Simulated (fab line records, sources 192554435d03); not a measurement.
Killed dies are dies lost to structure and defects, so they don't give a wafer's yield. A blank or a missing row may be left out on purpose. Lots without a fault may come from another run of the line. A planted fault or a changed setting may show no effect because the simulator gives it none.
Which tool did it? | flow n5_finfet | 24 lots, 72 wafers sampled, at 6 steps of a route of 1938

WHAT THE GAUGES READ, wafer by wafer
The record holds no reading of a measuring or inspecting step that can be judged against a usual standard deviation.

WHICH TOOL RAN EACH LOT (tool, then ch and the chambers of the sampled wafers, then the start)
lot  | N5_MOL_CONTACT_COAG_ETCHBACK_132   | N5_MOL_CONTACT_COAG_ETCH_91        | N5_BEOL_M0_SAQP_SPACER1_ALD_98    | N5_BEOL_M0_SAQP_STRIP_75           | N5_BEOL_M0_SPUTTER_116       | N5_BEOL_M0_ANNEAL_119
L074 | rie_diel-03 ch 0,1,2, day 5 05:20  | rie_diel-03 ch 0,1,2, day 5 05:22  | ald_sin-02 ch 2,3, day 5 13:58    | rie_diel-06 ch 0,1,2, day 5 17:57  | pvd_sputter-02, day 5 23:41  | rtp_anneal-02 ch 0, day 6 00:14
L075 | rie_diel-03 ch 1,2,3, day 5 08:00  | rie_diel-03 ch 1,2,3, day 5 08:02  | ald_sin-01 ch 0,2, day 5 19:46    | rie_diel-06 ch 0,3, day 5 23:59    | pvd_sputter-03, day 6 03:41  | rtp_anneal-01 ch 0, day 6 04:20
L076 | rie_diel-04 ch 0,1,2, day 5 15:44  | rie_diel-04 ch 0,1,2, day 5 15:46  | ald_sin-03 ch 0,1,2, day 6 00:26  | rie_diel-01 ch 0,1,2, day 6 05:02  | pvd_sputter-01, day 6 08:26  | rtp_anneal-01 ch 0, day 6 09:28
L077 | rie_diel-05 ch 0,2, day 5 22:52    | rie_diel-05 ch 0,2, day 5 22:53    | ald_sin-02 ch 0,1,3, day 6 08:33  | rie_diel-02 ch 0,1,2, day 6 13:02  | pvd_sputter-03, day 6 16:35  | rtp_anneal-01 ch 0, day 6 17:38
L078 | rie_diel-04 ch 0,1,3, day 6 01:43  | rie_diel-04 ch 0,1,3, day 6 01:46  | ald_sin-03 ch 0,1,3, day 6 10:49  | rie_diel-02 ch 0,1,2, day 6 14:59  | pvd_sputter-03, day 6 19:04  | rtp_anneal-02 ch 0, day 6 19:40
L080 | rie_diel-03 ch 2,3, day 6 11:08    | rie_diel-03 ch 2,3, day 6 11:11    | ald_sin-03 ch 0,1,3, day 6 20:35  | rie_diel-06 ch 1,2,3, day 7 00:37  | pvd_sputter-03, day 7 06:59  | rtp_anneal-01 ch 0, day 7 07:35
L079 | rie_diel-03 ch 0,2,3, day 6 12:53  | rie_diel-03 ch 0,2,3, day 6 12:55  | ald_sin-02 ch 0,3, day 7 02:43    | rie_diel-01 ch 0,2,3, day 7 06:54  | pvd_sputter-01, day 7 11:20  | rtp_anneal-02 ch 0, day 7 11:54
L081 | rie_diel-04 ch 0,2, day 6 23:33    | rie_diel-04 ch 0,2, day 6 23:35    | ald_sin-02 ch 1,2,3, day 7 08:56  | rie_diel-02 ch 0,1,2, day 7 12:59  | pvd_sputter-01, day 7 17:13  | rtp_anneal-01 ch 0, day 7 18:45
L082 | rie_diel-03 ch 0,1,2, day 7 08:41  | rie_diel-03 ch 0,1,2, day 7 08:43  | ald_sin-03 ch 0,1,2, day 7 18:37  | rie_diel-01 ch 1,2,3, day 7 22:23  | pvd_sputter-01, day 8 03:07  | rtp_anneal-02 ch 0, day 8 03:43
L083 | rie_diel-03 ch 0,3, day 7 09:47    | rie_diel-03 ch 0,3, day 7 09:50    | ald_sin-03 ch 0,2,3, day 7 21:14  | rie_diel-01 ch 1,3, day 8 01:25    | pvd_sputter-02, day 8 04:50  | rtp_anneal-02 ch 0, day 8 05:26
L084 | rie_diel-05 ch 1,2, day 7 15:10    | rie_diel-05 ch 1,2, day 7 15:12    | ald_sin-03 ch 1,2, day 8 01:05    | rie_diel-02 ch 1,2,3, day 8 05:33  | pvd_sputter-02, day 8 13:22  | rtp_anneal-01 ch 0, day 8 14:04
L085 | rie_diel-04 ch 1,3, day 7 23:54    | rie_diel-04 ch 1,3, day 7 23:56    | ald_sin-02 ch 0,2,3, day 8 12:48  | rie_diel-02 ch 0,1,3, day 8 17:19  | pvd_sputter-01, day 8 20:30  | rtp_anneal-01 ch 0, day 8 21:06
L086 | rie_diel-05 ch 1,2, day 8 07:13    | rie_diel-05 ch 1,2, day 8 07:15    | ald_sin-02 ch 1,2,3, day 8 15:50  | rie_diel-02 ch 0,2,3, day 8 20:16  | pvd_sputter-03, day 9 00:53  | rtp_anneal-02 ch 0, day 9 01:26
L087 | rie_diel-03 ch 1,2,3, day 8 07:52  | rie_diel-03 ch 1,2,3, day 8 07:55  | ald_sin-02 ch 1,2,3, day 8 19:07  | rie_diel-06 ch 0,1,2, day 9 00:22  | pvd_sputter-03, day 9 06:44  | rtp_anneal-01 ch 0, day 9 07:31
L088 | rie_diel-04 ch 1,2,3, day 8 19:02  | rie_diel-04 ch 1,2,3, day 8 19:04  | ald_sin-02 ch 0,3, day 9 06:35    | rie_diel-01 ch 1,2,3, day 9 10:39  | pvd_sputter-01, day 9 16:37  | rtp_anneal-01 ch 0, day 9 17:10
L089 | rie_diel-03 ch 0,2,3, day 8 20:16  | rie_diel-03 ch 0,2,3, day 8 20:18  | ald_sin-02 ch 0,1,2, day 9 07:38  | rie_diel-02 ch 0,1,2, day 9 11:35  | pvd_sputter-01, day 9 16:04  | rtp_anneal-02 ch 0, day 9 16:37
L090 | rie_diel-05 ch 2,3, day 9 02:23    | rie_diel-05 ch 2,3, day 9 02:26    | ald_sin-01 ch 0,2,3, day 9 11:51  | rie_diel-06 ch 0,1,2, day 9 15:50  | pvd_sputter-01, day 9 20:54  | rtp_anneal-02 ch 0, day 9 21:30
L091 | rie_diel-03 ch 1,2,3, day 9 14:13  | rie_diel-03 ch 1,2,3, day 9 14:14  | ald_sin-01 ch 1,2, day 9 23:43    | rie_diel-01 ch 0,2,3, day 10 04:39 | pvd_sputter-02, day 10 11:00 | rtp_anneal-02 ch 0, day 10 11:36
L092 | rie_diel-04 ch 2,3, day 9 14:22    | rie_diel-04 ch 2,3, day 9 14:25    | ald_sin-02 ch 0,1,3, day 10 04:04 | rie_diel-02 ch 2,3, day 10 07:58   | pvd_sputter-01, day 10 13:36 | rtp_anneal-01 ch 0, day 10 14:33
L093 | rie_diel-04 ch 0,2, day 9 18:11    | rie_diel-04 ch 0,2, day 9 18:13    | ald_sin-03 ch 0,1,3, day 10 04:32 | rie_diel-06 ch 1,2, day 10 08:32   | pvd_sputter-03, day 10 15:21 | rtp_anneal-01 ch 0, day 10 15:54
L094 | rie_diel-04 ch 0,1,3, day 10 01:22 | rie_diel-04 ch 0,1,3, day 10 01:25 | ald_sin-01 ch 1,2,3, day 10 10:43 | rie_diel-02 ch 0,1,2, day 10 14:59 | pvd_sputter-02, day 10 19:07 | rtp_anneal-01 ch 0, day 10 19:43
L095 | rie_diel-04 ch 0,2, day 10 05:48   | rie_diel-04 ch 0,2, day 10 05:50   | ald_sin-02 ch 1,3, day 10 14:11   | rie_diel-01 ch 0,1,3, day 10 18:15 | pvd_sputter-01, day 11 00:41 | rtp_anneal-01 ch 0, day 11 01:14
L096 | rie_diel-05 ch 2,3, day 10 16:14   | rie_diel-05 ch 2,3, day 10 16:16   | ald_sin-03 ch 1,2,3, day 11 02:39 | rie_diel-06 ch 1,2, day 11 06:40   | pvd_sputter-02, day 11 13:55 | rtp_anneal-01 ch 0, day 11 14:28
L097 | rie_diel-04 ch 0,1,2, day 10 20:30 | rie_diel-04 ch 0,1,2, day 10 20:32 | ald_sin-02 ch 0,1,3, day 11 06:18 | rie_diel-01 ch 0,2, day 11 10:11   | pvd_sputter-01, day 11 15:34 | rtp_anneal-01 ch 0, day 11 16:10
- N5_MOL_CONTACT_COAG_ETCHBACK_132: etches SiO2 in CHF3, target depth 10 nm, time 6.7 s.
- N5_MOL_CONTACT_COAG_ETCH_91: etches SOC in N2/H2, target depth 60 nm, overetch 21 nm, time 101.2 s.
- N5_BEOL_M0_SAQP_SPACER1_ALD_98: deposits SiO2, target thk 12.8 nm, pulse time 1 s, purge time 2 s.
- N5_BEOL_M0_SAQP_STRIP_75: strips in CF4.
- N5_BEOL_M0_SPUTTER_116: material Cu, target thk 4 nm, time 7.37 s.
- N5_BEOL_M0_ANNEAL_119: time 90 s.

WHAT THE TOOLS THEMSELVES READ (means of the sampled wafers that have a number; where no wafer has one, the mark that the record gives instead)
N5_MOL_CONTACT_COAG_ETCHBACK_132. Usual: drypump_motor_current_A 6.0 A, standard deviation 0.4; oes_ar_750_au 0.79 a.u., standard deviation 0.099; oes_product_au 0.79 a.u., standard deviation 0.1; rf_vpp_V 525 V, standard deviation 6.8; showerhead_plenum_p_Torr 2.38 Torr, standard deviation 0.061; throttle_valve_pct 18.79 %, standard deviation 0.28.
lot  | tool        | drypump_motor_current_A (A) | oes_ar_750_au (a.u.) | oes_product_au (a.u.) | rf_vpp_V (V) | showerhead_plenum_p_Torr (Torr) | throttle_valve_pct (%) | flag
L074 | rie_diel-03 | 5.9                         | 0.76                 | 0.76                  | 527          | 2.41                            | 19.10                  |
L075 | rie_diel-03 | 6.1                         | 0.74                 | 0.73                  | 531          | 2.40                            | 19.01                  |
L076 | rie_diel-04 | 5.6                         | 0.70                 | 0.70                  | 523          | 2.39                            | 18.71                  |
L077 | rie_diel-05 | 6.2                         | 0.85                 | 0.86                  | 523          | 2.33                            | 18.41                  |
L078 | rie_diel-04 | 5.9                         | 0.70                 | 0.69                  | 523          | 2.36                            | 18.85                  |
L080 | rie_diel-03 | 5.8                         | 0.74                 | 0.74                  | 533          | 2.44                            | 19.01                  |
L079 | rie_diel-03 | 5.8                         | 0.80                 | 0.80                  | 528          | 2.42                            | 18.90                  |
L081 | rie_diel-04 | 5.4                         | 0.68                 | 0.67                  | 527          | 2.41                            | 18.75                  |
L082 | rie_diel-03 | 5.9                         | 0.83                 | 0.84                  | 527          | 2.40                            | 18.99                  |
L083 | rie_diel-03 | 6.1                         | 0.83                 | 0.83                  | 526          | 2.40                            | 18.70                  |
L084 | rie_diel-05 | 6.3                         | 0.77                 | 0.78                  | 520          | 2.33                            | 18.68                  |
L085 | rie_diel-04 | 6.2                         | 0.69                 | 0.68                  | 517          | 2.29                            | 19.00                  |
L086 | rie_diel-05 | 6.3                         | 0.78                 | 0.77                  | 519          | 2.33                            | 18.69                  |
L087 | rie_diel-03 | 6.1                         | 0.81                 | 0.81                  | 531          | 2.39                            | 18.89                  |
L088 | rie_diel-04 | 5.9                         | 0.78                 | 0.78                  | 517          | 2.32                            | 18.75                  |
L089 | rie_diel-03 | 5.9                         | 0.78                 | 0.78                  | 529          | 2.42                            | 18.93                  |
L090 | rie_diel-05 | 6.3                         | 0.77                 | 0.77                  | 521          | 2.36                            | 18.72                  |
L091 | rie_diel-03 | 6.1                         | 0.79                 | 0.79                  | 531          | 2.39                            | 18.92                  |
L092 | rie_diel-04 | 5.7                         | 0.95                 | 0.95                  | 518          | 2.41                            | 18.49                  |
L093 | rie_diel-04 | 5.4                         | 0.95                 | 0.96                  | 525          | 2.41                            | 18.39                  |
L094 | rie_diel-04 | 5.9                         | 0.86                 | 0.87                  | 525          | 2.45                            | 18.62                  |
L095 | rie_diel-04 | 5.4                         | 0.93                 | 0.94                  | 521          | 2.37                            | 18.38                  |
L096 | rie_diel-05 | 6.3                         | 0.76                 | 0.76                  | 521          | 2.36                            | 18.73                  |
L097 | rie_diel-04 | 5.6                         | 0.84                 | 0.85                  | 523          | 2.37                            | 18.51                  |

N5_MOL_CONTACT_COAG_ETCH_91. Usual: drypump_motor_current_A 6.0 A, standard deviation 0.4; oes_product_au 0.66 a.u., standard deviation 0.082; rf_vpp_V 524.0 V, standard deviation 2.1; showerhead_plenum_p_Torr 2.55 Torr, standard deviation 0.069; throttle_valve_pct 17.90 %, standard deviation 0.29.
lot  | tool        | drypump_motor_current_A (A) | oes_product_au (a.u.) | rf_vpp_V (V) | showerhead_plenum_p_Torr (Torr) | throttle_valve_pct (%) | flag
L074 | rie_diel-03 | 5.9                         | 0.64                  | 524.4        | 2.58                            | 18.23                  |
L075 | rie_diel-03 | 6.1                         | 0.62                  | 524.9        | 2.57                            | 18.09                  |
L076 | rie_diel-04 | 5.6                         | 0.59                  | 524.2        | 2.56                            | 17.82                  |
L077 | rie_diel-05 | 6.2                         | 0.72                  | 522.3        | 2.48                            | 17.60                  |
L078 | rie_diel-04 | 5.9                         | 0.59                  | 522.4        | 2.52                            | 17.98                  |
L080 | rie_diel-03 | 5.7                         | 0.62                  | 525.1        | 2.60                            | 18.12                  |
L079 | rie_diel-03 | 5.8                         | 0.67                  | 525.2        | 2.59                            | 18.01                  |
L081 | rie_diel-04 | 5.4                         | 0.57                  | 523.8        | 2.58                            | 17.87                  |
L082 | rie_diel-03 | 5.9                         | 0.70                  | 523.9        | 2.57                            | 18.13                  |
L083 | rie_diel-03 | 6.2                         | 0.69                  | 524.6        | 2.57                            | 17.79                  |
L084 | rie_diel-05 | 6.3                         | 0.65                  | 522.9        | 2.48                            | 17.79                  |
L085 | rie_diel-04 | 6.3                         | 0.57                  | 520.7        | 2.45                            | 18.10                  |
L086 | rie_diel-05 | 6.3                         | 0.64                  | 522.1        | 2.48                            | 17.79                  |
L087 | rie_diel-03 | 6.1                         | 0.68                  | 524.6        | 2.56                            | 18.01                  |
L088 | rie_diel-04 | 5.9                         | 0.65                  | 521.9        | 2.47                            | 17.83                  |
L089 | rie_diel-03 | 5.8                         | 0.65                  | 525.4        | 2.58                            | 18.06                  |
L090 | rie_diel-05 | 6.3                         | 0.65                  | 524.0        | 2.52                            | 17.84                  |
L091 | rie_diel-03 | 6.1                         | 0.67                  | 523.6        | 2.56                            | 18.03                  |
L092 | rie_diel-04 | 5.7                         | 0.79                  | 524.5        | 2.56                            | 17.51                  |
L093 | rie_diel-04 | 5.4                         | 0.79                  | 524.3        | 2.57                            | 17.48                  |
L094 | rie_diel-04 | 5.9                         | 0.72                  | 525.3        | 2.62                            | 17.75                  |
L095 | rie_diel-04 | 5.4                         | 0.77                  | 522.7        | 2.52                            | 17.42                  |
L096 | rie_diel-05 | 6.3                         | 0.63                  | 522.9        | 2.51                            | 17.85                  |
L097 | rie_diel-04 | 5.6                         | 0.71                  | 524.2        | 2.54                            | 17.62                  |

N5_BEOL_M0_SAQP_SPACER1_ALD_98. Usual: heater_power_w 492 W, standard deviation 45; precursor_pulse_height_rel 1.000, standard deviation 0.018.
lot  | tool       | heater_power_w (W) | precursor_pulse_height_rel | flag
L074 | ald_sin-02 | 534                | 0.992                      |
L075 | ald_sin-01 | 484                | 1.010                      |
L076 | ald_sin-03 | 500                | 1.001                      |
L077 | ald_sin-02 | 480                | 0.994                      |
L078 | ald_sin-03 | 513                | 0.993                      |
L080 | ald_sin-03 | 516                | 0.990                      |
L079 | ald_sin-02 | 532                | 0.994                      |
L081 | ald_sin-02 | 492                | 1.003                      |
L082 | ald_sin-03 | 500                | 0.981                      |
L083 | ald_sin-03 | 487                | 1.006                      |
L084 | ald_sin-03 | 514                | 1.013                      |
L085 | ald_sin-02 | 502                | 1.006                      |
L086 | ald_sin-02 | 496                | 0.997                      |
L087 | ald_sin-02 | 492                | 1.005                      |
L088 | ald_sin-02 | 522                | 0.987                      |
L089 | ald_sin-02 | 461                | 0.982                      |
L090 | ald_sin-01 | 492                | 1.003                      |
L091 | ald_sin-01 | 456                | 1.006                      |
L092 | ald_sin-02 | 485                | 1.002                      |
L093 | ald_sin-03 | 513                | 0.985                      |
L094 | ald_sin-01 | 490                | 0.979                      |
L095 | ald_sin-02 | 477                | 1.001                      |
L096 | ald_sin-03 | 517                | 0.992                      |
L097 | ald_sin-02 | 488                | 1.029                      |

N5_BEOL_M0_SAQP_STRIP_75. Usual: drypump_motor_current_A 5.5 A, standard deviation 0.5; oes_product_au 0.174 a.u., standard deviation 0.011; rf_vpp_V 270.5 V, standard deviation 1.7; showerhead_plenum_p_Torr 1.77 Torr, standard deviation 0.063; throttle_valve_pct 13.57 %, standard deviation 0.18.
lot  | tool        | drypump_motor_current_A (A) | oes_product_au (a.u.) | rf_vpp_V (V) | showerhead_plenum_p_Torr (Torr) | throttle_valve_pct (%) | flag
L074 | rie_diel-06 | 5.1                         | 0.178                 | 270.5        | 1.76                            | 13.65                  |
L075 | rie_diel-06 | 5.6                         | 0.164                 | 269.8        | 1.73                            | 13.65                  |
L076 | rie_diel-01 | 5.5                         | 0.176                 | 270.9        | 1.78                            | 13.52                  |
L077 | rie_diel-02 | 5.5                         | 0.187                 | 270.1        | 1.78                            | 13.36                  |
L078 | rie_diel-02 | 5.5                         | 0.191                 | 271.1        | 1.78                            | 13.37                  |
L080 | rie_diel-06 | 5.2                         | 0.172                 | 269.6        | 1.72                            | 13.58                  |
L079 | rie_diel-01 | 5.8                         | 0.173                 | 269.9        | 1.75                            | 13.51                  |
L081 | rie_diel-02 | 5.6                         | 0.188                 | 271.3        | 1.78                            | 13.38                  |
L082 | rie_diel-01 | 5.6                         | 0.166                 | 271.7        | 1.81                            | 13.68                  |
L083 | rie_diel-01 | 5.0                         | 0.166                 | 272.3        | 1.83                            | 13.80                  |
L084 | rie_diel-02 | 5.7                         | 0.177                 | 269.8        | 1.75                            | 13.51                  |
L085 | rie_diel-02 | 5.8                         | 0.186                 | 271.4        | 1.81                            | 13.40                  |
L086 | rie_diel-02 | 5.4                         | 0.182                 | 271.2        | 1.81                            | 13.47                  |
L087 | rie_diel-06 | 5.1                         | 0.171                 | 269.7        | 1.75                            | 13.71                  |
L088 | rie_diel-01 | 5.6                         | 0.165                 | 270.9        | 1.81                            | 13.70                  |
L089 | rie_diel-02 | 5.5                         | 0.182                 | 270.6        | 1.78                            | 13.40                  |
L090 | rie_diel-06 | 5.1                         | 0.174                 | 270.8        | 1.75                            | 13.72                  |
L091 | rie_diel-01 | 5.8                         | 0.171                 | 269.2        | 1.74                            | 13.56                  |
L092 | rie_diel-02 | 5.6                         | 0.173                 | 270.8        | 1.77                            | 13.60                  |
L093 | rie_diel-06 | 5.0                         | 0.170                 | 268.7        | 1.73                            | 13.66                  |
L094 | rie_diel-02 | 5.5                         | 0.180                 | 272.0        | 1.77                            | 13.42                  |
L095 | rie_diel-01 | 5.3                         | 0.167                 | 270.2        | 1.77                            | 13.69                  |
L096 | rie_diel-06 | 5.0                         | 0.168                 | 270.0        | 1.72                            | 13.67                  |
L097 | rie_diel-01 | 5.7                         | 0.172                 | 269.2        | 1.71                            | 13.46                  |

N5_BEOL_M0_SPUTTER_116. Usual: throttle_valve_pct 29.6 %, standard deviation 1.2.
lot  | tool           | throttle_valve_pct (%) | flag
L074 | pvd_sputter-02 | 28.1                   |
L075 | pvd_sputter-03 | 29.8                   |
L076 | pvd_sputter-01 | 28.8                   |
L077 | pvd_sputter-03 | 29.9                   |
L078 | pvd_sputter-03 | 29.6                   |
L080 | pvd_sputter-03 | 29.5                   |
L079 | pvd_sputter-01 | 29.4                   |
L081 | pvd_sputter-01 | 28.7                   |
L082 | pvd_sputter-01 | 29.5                   |
L083 | pvd_sputter-02 | 30.2                   |
L084 | pvd_sputter-02 | 29.5                   |
L085 | pvd_sputter-01 | 29.4                   |
L086 | pvd_sputter-03 | 30.9                   |
L087 | pvd_sputter-03 | 29.4                   |
L088 | pvd_sputter-01 | 29.5                   |
L089 | pvd_sputter-01 | 29.9                   |
L090 | pvd_sputter-01 | 29.9                   |
L091 | pvd_sputter-02 | 30.2                   |
L092 | pvd_sputter-01 | 29.3                   |
L093 | pvd_sputter-03 | 30.2                   |
L094 | pvd_sputter-02 | 30.2                   |
L095 | pvd_sputter-01 | 29.1                   |
L096 | pvd_sputter-02 | 30.2                   |
L097 | pvd_sputter-01 | 29.7                   |

N5_BEOL_M0_ANNEAL_119. Usual: wafer_temp_C_max 225.73, standard deviation 0.24.
lot  | tool          | wafer_temp_C_max | flag
L074 | rtp_anneal-02 | 226.13           |
L075 | rtp_anneal-01 | 225.67           |
L076 | rtp_anneal-01 | 225.62           |
L077 | rtp_anneal-01 | 225.73           |
L078 | rtp_anneal-02 | 225.85           |
L080 | rtp_anneal-01 | 225.93           |
L079 | rtp_anneal-02 | 225.90           |
L081 | rtp_anneal-01 | 225.50           |
L082 | rtp_anneal-02 | 225.85           |
L083 | rtp_anneal-02 | 225.97           |
L084 | rtp_anneal-01 | 225.59           |
L085 | rtp_anneal-01 | 225.53           |
L086 | rtp_anneal-02 | 225.69           |
L087 | rtp_anneal-01 | 225.68           |
L088 | rtp_anneal-01 | 225.43           |
L089 | rtp_anneal-02 | 225.78           |
L090 | rtp_anneal-02 | 225.96           |
L091 | rtp_anneal-02 | 225.68           |
L092 | rtp_anneal-01 | 225.62           |
L093 | rtp_anneal-01 | 225.76           |
L094 | rtp_anneal-01 | 225.68           |
L095 | rtp_anneal-01 | 225.82           |
L096 | rtp_anneal-01 | 225.40           |
L097 | rtp_anneal-01 | 225.56           |

THE ANSWER, worked out from the rows above alone
Rule: a lot is off if the mean of its wafers that have a number lies more than 3 standard deviations from the usual mean. A lot without any number at a reading at which 4 lots or more have one is off too. The other lots that the step has rows for count as sound. The gauges are gone through in route order, then the tools' own readings, and for those a lot's mean is taken as printed above. The first step at which some lot is off is used, and at that step the reading that is off furthest; a lot without a number counts as furthest.
No lot is off at any reading shown: from this, nothing can be told.

WHAT THE SIMULATOR HAD PUT IN
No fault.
